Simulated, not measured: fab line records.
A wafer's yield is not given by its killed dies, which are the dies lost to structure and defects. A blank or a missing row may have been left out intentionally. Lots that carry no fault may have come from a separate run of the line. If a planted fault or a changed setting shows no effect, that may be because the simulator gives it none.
fab line records | flow nandHarc
[record] lots = 5 | wafers = 15 | lastDay = 23
route steps=1159 shown P_STI@107 P_GATE@110 END@1159
lots untouched by any fault: they come from a run of this same line in which no faults occurred
startH: hours from the record's first day to the start of the lot's first wafer shown | waitH: hours since the lot's step before | " the same as in the row above | L1.1+2: a single row standing in for several wafers | - no value present, or no start provided | * or withheld: withheld | < > ~ a bound
route shown NAME@n: NAME is a module with steps in the file, n the number in the route of the first one | usual: average and standard deviation across the fault-free wafers | same: alike in all rows | chamber/n: place in a boat | sites: the reading at each site | _std_site: the standard deviation of these | _edge_site: outer sites' mean less inner sites' | radiusMm: for every site, how far away it sits from the centre of the wafer | mask NAME#n: copy n | behind: the tool/chamber that last shaped the wafer | hold: cause of the lot's hold/its duration in hours/its outcome | device: whichever transistor did not switch (one of n, p or np) | end of line: tests of these same wafers at the route's end | where a step has no rows: the recipe by itself | killed: not the wafer's yield, but the dies lost to structure and defects at the first sort | map: dies across one wafer; x = killed, . = not, _ = none there
set.NAME: the setting the step ran with; set.NAME@STEP: the setting that earlier step ran with | model.NAME: the simulator's own value behind a step, which no gauge read
lots at some steps of the route; a table a step, a row a wafer
services: when a tool's chamber went out of use (startH, in hours from the record's first day, below 0 if earlier), for how many hours, and the reason
[[steps]]
[step NHARC_P_STI_SRD_39]
[step NHARC_P_STI_OXIDE_40]
[recipe] targetThkA = 100 | tempC = 900 | oxTimeS = 1362 | material = SiO2
[step NHARC_P_STI_INSPECT_25]
[usual] rawDefectCount = 203/66
lot.wafer | tool             | chamber | startH | waitH | rawDefectCount
L314.1    | defectInspect-02 | -       | 80.71  | 0.4   | 136
L314.2    | "                | -       | "      | "     | 195
L314.6    | "                | -       | "      | "     | 105
L319.2    | defectInspect-01 | -       | 98.11  | 0.4   | 151
L319.3    | "                | -       | "      | "     | 194
L319.4    | "                | -       | "      | "     | 217
L329.2    | defectInspect-01 | -       | 163.31 | 0.4   | 181
L329.4    | "                | -       | "      | "     | 209
L329.6    | "                | -       | "      | "     | 124
L331.2    | defectInspect-01 | -       | 176.30 | 0.4   | 329
L331.3    | "                | -       | "      | "     | 216
L331.5    | "                | -       | "      | "     | 188
L332.1    | defectInspect-02 | -       | 176.30 | 0.4   | 226
L332.4    | "                | -       | "      | "     | 225
L332.5    | "                | -       | "      | "     | 150
[step NHARC_P_GATE_ETCH_69]
[recipe] targetDepthA = 140 | chemistry = dHF | material = SiO2
[step NHARC_P_GATE_PRECLEAN_70]
[recipe] timeS = * | tempC = 50 | bathAgeMin = 0 | chemistry = SC1
[step NHARC_P_GATE_SRD_01]
[step NHARC_P_GATE_OXIDE_02]
[recipe] targetThkA = 375 | tempC = 950 | pH2oTorr = 720 | oxTimeS = 365 | material = SiO2
[step NHARC_P_GATE_DEHYDRATE_03]
[recipe] tempC = 150 | timeS = 120
[step NHARC_P_GATE_HMDS_04]
[recipe] timeS = 30
[step NHARC_P_GATE_COAT_05]
[recipe] spinRpm = 4690
[step NHARC_P_GATE_SOFTBAKE_06]
[recipe] tempC = 122 | timeS = 95
[step NHARC_P_GATE_EBR_07]
[step NHARC_P_GATE_EXPOSE_08]
[recipe] na = 0.6 | doseMj = 16.75 | maskId = P_HV
[usual] focusOffsetNm = -0.2/0.54
lot.wafer | tool          | chamber | startH | waitH | mask    | focusOffsetNm
L314.1    | krfScanner-03 | 0       | 88.73  | -     | P_HV#0  | 1.3
L314.2    | "             | 0       | "      | "     | P_HV#0  | 0.2
L314.6    | "             | 0       | "      | "     | P_HV#0  | -0.2
L319.2    | krfScanner-03 | 0       | 106.24 | -     | P_PSD#0 | -0.1
L319.3    | "             | 0       | "      | "     | P_PSD#0 | -1.3
L319.4    | "             | 0       | "      | "     | P_PSD#0 | -0.9
L329.2    | krfScanner-01 | 0       | 171.65 | -     | P_HV#0  | -0.6
L329.4    | "             | 0       | "      | "     | P_HV#0  | 0.0
L329.6    | "             | 0       | "      | "     | P_HV#0  | -0.4
L332.1    | krfScanner-01 | 0       | 184.32 | -     | P_HV#0  | 0.2
L332.4    | "             | 0       | "      | "     | P_HV#0  | -0.1
L332.5    | "             | 0       | "      | "     | P_HV#0  | 0.0
L331.2    | krfScanner-04 | 0       | 184.48 | -     | P_HV#0  | 0.2
L331.3    | "             | 0       | "      | "     | P_HV#0  | -0.4
L331.5    | "             | 0       | "      | "     | P_HV#0  | -1.4
[step NHARC_P_GATE_PEB_09]
[recipe] pebTempC = 118 | pebTimeS = 85
[step NHARC_P_GATE_DEVELOP_10]
[recipe] timeS = 70
[step NHARC_P_GATE_CD_MEAS_11]
[recipe] targetCdNm = 1640 | landingEnergyEv = 500
[usual] cdNm = 1639.5/1.1
lot.wafer | tool     | chamber | startH | waitH | cdNm
L314.1    | cdSem-03 | 0       | 88.89  | -     | 1640.6
L314.2    | "        | 0       | "      | "     | 1639.3
L314.6    | "        | 0       | "      | "     | 1640.1
L319.2    | cdSem-02 | 0       | 106.40 | -     | -
L319.3    | "        | 0       | "      | "     | -
L319.4    | "        | 0       | "      | "     | -
L329.2    | cdSem-02 | 0       | 171.81 | -     | 1642.0
L329.4    | "        | 0       | "      | "     | 1640.6
L329.6    | "        | 0       | "      | "     | 1638.9
L332.1    | cdSem-02 | 0       | 184.47 | -     | 1641.6
L332.4    | "        | 0       | "      | "     | 1641.1
L332.5    | "        | 0       | "      | "     | 1640.9
L331.2    | cdSem-02 | 0       | 184.64 | -     | 1638.1
L331.3    | "        | 0       | "      | "     | 1639.8
L331.5    | "        | 0       | "      | "     | 1639.4
[step NHARC_P_GATE_HARDBAKE_12]
[recipe] tempC = 125 | timeS = 80
[step NHARC_END_SORT_01]
[recipe] tempC = 25
[usual] killedAtArray = 24/7.4 | killedAtOther = 0.5/0.81 | killedAtPeriphery = 3.4/2.3 | killedDies = 28/8 | killedOpen = 3.4/1.8 | killedShort = 2.0/1.4
[same] grossDies = 677
lot.wafer | tool      | chamber | startH | waitH | killedAtArray | killedAtOther | killedAtPeriphery | killedDies | killedOpen | killedShort
L319.2    | prober-02 | 0       | 466.31 | 2.8   | 39            | 1             | 637               | 677        | 5          | 6
L319.3    | prober-02 | 0       | 467.11 | 3.1   | 37            | 1             | 639               | 677        | 5          | 2
L319.4    | prober-02 | 0       | 467.90 | 3.4   | 26            | 0             | 651               | 677        | 6          | 1
L329.2    | prober-02 | 0       | 539.15 | 2.8   | 15            | 1             | 5                 | 21         | 4          | 1
L329.4    | prober-02 | 0       | 540.76 | 3.4   | 25            | 0             | 2                 | 27         | 1          | 1
L329.6    | prober-02 | 0       | 542.38 | 4.0   | 36            | 1             | 3                 | 40         | 8          | 2
L332.1    | prober-02 | 0       | 546.22 | 2.5   | 36            | 1             | 10                | 47         | 4          | 3
L332.4    | prober-02 | 0       | 548.61 | 3.4   | 49            | 1             | 6                 | 56         | 3          | 4
L332.5    | prober-02 | 0       | 549.41 | 3.7   | 39            | 0             | 3                 | 42         | 3          | 1
// killed by level:class
L319.2 P_GATE:areaExpose=635 A_SLIT:chamberFilmFlake=12 A_CHANNEL_HOLE_D1:chamberFilmFlake=10 A_CONTACT:chamberFilmFlake=4 A_WL_FILL:geometricParticle:short=2 A_CHANNEL_FILL_D1:chamberFilmFlake=2 P_CONTACT:geometricParticle:short=1 A_SOURCE_PLATE:geometricParticle:open=1
L319.3 P_GATE:areaExpose=637 A_CHANNEL_HOLE_D1:chamberFilmFlake=15 A_SLIT:chamberFilmFlake=7 A_CONTACT:chamberFilmFlake=4 A_CONTACT:geometricParticle:open=2 A_ZERO_WELL:chamberFilmFlake=2 A_CHANNEL_FILL_D1:chamberFilmFlake=2 P_GATE:geometricParticle:open=1
L319.4 P_GATE:areaExpose=649 A_CHANNEL_HOLE_D1:chamberFilmFlake=8 A_CONTACT:chamberFilmFlake=6 A_CHANNEL_FILL_D1:chamberFilmFlake=3 A_SLIT:chamberFilmFlake=3 A_CHANNEL_FILL_D1:geometricParticle:open=2 P_GATE:geometricParticle:open=1 A_ONON_D1:geometricParticle:open=1
L329.2 A_SLIT:chamberFilmFlake=9 P_GATE:geometricParticle:open=2 P_GATE:chamberFilmFlake=2 A_CONTACT:chamberFilmFlake=2 P_M1:geometricParticle:open=1 A_WL_FILL:geometricParticle:short=1 A_CONTACT:geometricParticle:open=1 A_CHANNEL_HOLE_D1:chamberFilmFlake=1
L329.4 A_SLIT:chamberFilmFlake=11 A_CHANNEL_HOLE_D1:chamberFilmFlake=5 A_STAIRCASE:chamberFilmFlake=3 A_CONTACT:chamberFilmFlake=3 P_GATE:chamberFilmFlake=2 A_CHANNEL_FILL_D1:geometricParticle:short=1 A_CHANNEL_FILL_D1:geometricParticle:open=1 A_WL_FILL:chamberFilmFlake=1
L329.6 A_SLIT:chamberFilmFlake=10 A_CHANNEL_HOLE_D1:chamberFilmFlake=6 A_STAIRCASE:chamberFilmFlake=5 A_CONTACT:chamberFilmFlake=3 A_CONTACT:geometricParticle:open=2 A_BLC:geometricParticle:open=2 A_M0:geometricParticle:open=2 P_GATE:chamberFilmFlake=2
L332.1 A_SLIT:chamberFilmFlake=15 A_CHANNEL_HOLE_D1:chamberFilmFlake=10 A_CONTACT:chamberFilmFlake=6 P_GATE:chamberFilmFlake=5 A_ONON_D1:geometricParticle:short=2 P_STI:chamberFilmFlake=2 P_STI:geometricParticle:short=1 P_M0:geometricParticle:open=1
L332.4 A_CHANNEL_HOLE_D1:chamberFilmFlake=19 A_SLIT:chamberFilmFlake=17 A_CONTACT:chamberFilmFlake=7 A_STAIRCASE:chamberFilmFlake=4 P_CONTACT:geometricParticle:short=2 P_STI:geometricParticle:short=1 P_STI:geometricParticle:open=1 P_CONTACT:geometricParticle:open=1
L332.5 A_CHANNEL_HOLE_D1:chamberFilmFlake=17 A_SLIT:chamberFilmFlake=8 A_CONTACT:chamberFilmFlake=8 P_GATE:chamberFilmFlake=3 A_STAIRCASE:chamberFilmFlake=2 A_ONON_D1:geometricParticle:short=1 A_CHANNEL_FILL_D1:geometricParticle:open=1 A_CONTACT:geometricParticle:open=1
// map L319.2 (x killed, . not)
____________x____________
_________xxxxxxx_________
_______xxxxxxxxxxx_______
______xxxxxxxxxxxxx______
_____xxxxxxxxxxxxxxx_____
____xxxxxxxxxxxxxxxxx____
____xxxxxxxxxxxxxxxxx____
___xxxxxxxxxxxxxxxxxxx___
___xxxxxxxxxxxxxxxxxxx___
__xxxxxxxxxxxxxxxxxxxxx__
__xxxxxxxxxxxxxxxxxxxxx__
_xxxxxxxxxxxxxxxxxxxxxxx_
_xxxxxxxxxxxxxxxxxxxxxxx_
_xxxxxxxxxxxxxxxxxxxxxxx_
_xxxxxxxxxxxxxxxxxxxxxxx_
_xxxxxxxxxxxxxxxxxxxxxxx_
xxxxxxxxxxxxxxxxxxxxxxxxx
xxxxxxxxxxxxxxxxxxxxxxxxx
xxxxxxxxxxxxxxxxxxxxxxxxx
xxxxxxxxxxxxxxxxxxxxxxxxx
xxxxxxxxxxxxxxxxxxxxxxxxx
_xxxxxxxxxxxxxxxxxxxxxxx_
_xxxxxxxxxxxxxxxxxxxxxxx_
_xxxxxxxxxxxxxxxxxxxxxxx_
_xxxxxxxxxxxxxxxxxxxxxxx_
_xxxxxxxxxxxxxxxxxxxxxxx_
__xxxxxxxxxxxxxxxxxxxxx__
__xxxxxxxxxxxxxxxxxxxxx__
___xxxxxxxxxxxxxxxxxxx___
___xxxxxxxxxxxxxxxxxxx___
____xxxxxxxxxxxxxxxxx____
____xxxxxxxxxxxxxxxxx____
_____xxxxxxxxxxxxxxx_____
______xxxxxxxxxxxxx______
_______xxxxxxxxxxx_______
_________xxxxxxx_________
____________x____________
// map L314.6 (x killed, . not)
____________.____________
_________......._________
_______...x......._______
______x.xx.........______
_____xxx............_____
____xx..x............____
____..xx.............____
___...xx..............___
___...................___
__......x..............__
__............x........__
_.............x........._
_..............x........_
_......................._
_.................x....._
_......................._
................x........
.x..x..x.................
.x..x....................
xxx.x....................
xxx...x...........x......
_.....x..........x......_
_...................x..._
_......................._
_......................._
_...........x....xx....._
__..............x...x..__
__.....................__
___...................___
___.........x.........___
____.................____
____.................____
_____..............._____
______.............______
_______..........._______
_________......._________
____________.____________
[[services]]
tool          | chamber | startH | hours | kind
krfScanner-03 | -       | 80.91  | 2.0   | repair
krfScanner-01 | -       | 84.00  | 4.0   | pm
krfScanner-04 | -       | 126.00 | 4.0   | pm
krfScanner-03 | -       | 168.02 | 4.0   | pm
[[key]]
[firstSign] step = NHARC_P_GATE_EXPOSE_08 | reading = mask | direction = changed
[effect] step = NHARC_P_GATE_CD_MEAS_11 | reading = cdNm | direction = missing
[effect] step = NHARC_END_SORT_01 | reading = killedAtPeriphery | direction = up | sigmas = 99+ | usual = 3.4 | struck = 642.3
[moreKillsBornAt] NHARC_P_GATE_EXPOSE_08@krfScanner-03 = 1921
metAt NHARC_P_GATE_EXPOSE_08
struckWafers L319.2,L319.3,L319.4
laterRowsLeftOut L319.2,L319.3,L319.4
testerLeftOut L319
onsetBetween 88.73 106.24
[fault] kind = wrongMask | tool = any | chamber = - | onsetH = 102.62 | steps = NHARC_P_GATE_EXPOSE_08 | auxCopy = P_PSD#0 | scope = struckLotsOnly
// testerLeftOut: of these lots the tester's yield and bins aren't shown, on N5 and GAA mostly nor the transistor test; their killed dies are dies lost to structure and defects alone, not to doping, threshold or leakage, so they don't give the yield
// laterRowsLeftOut: the simulator's readings of these wafers behind a module that went badly wrong aren't trusted and aren't shown, but for the sort
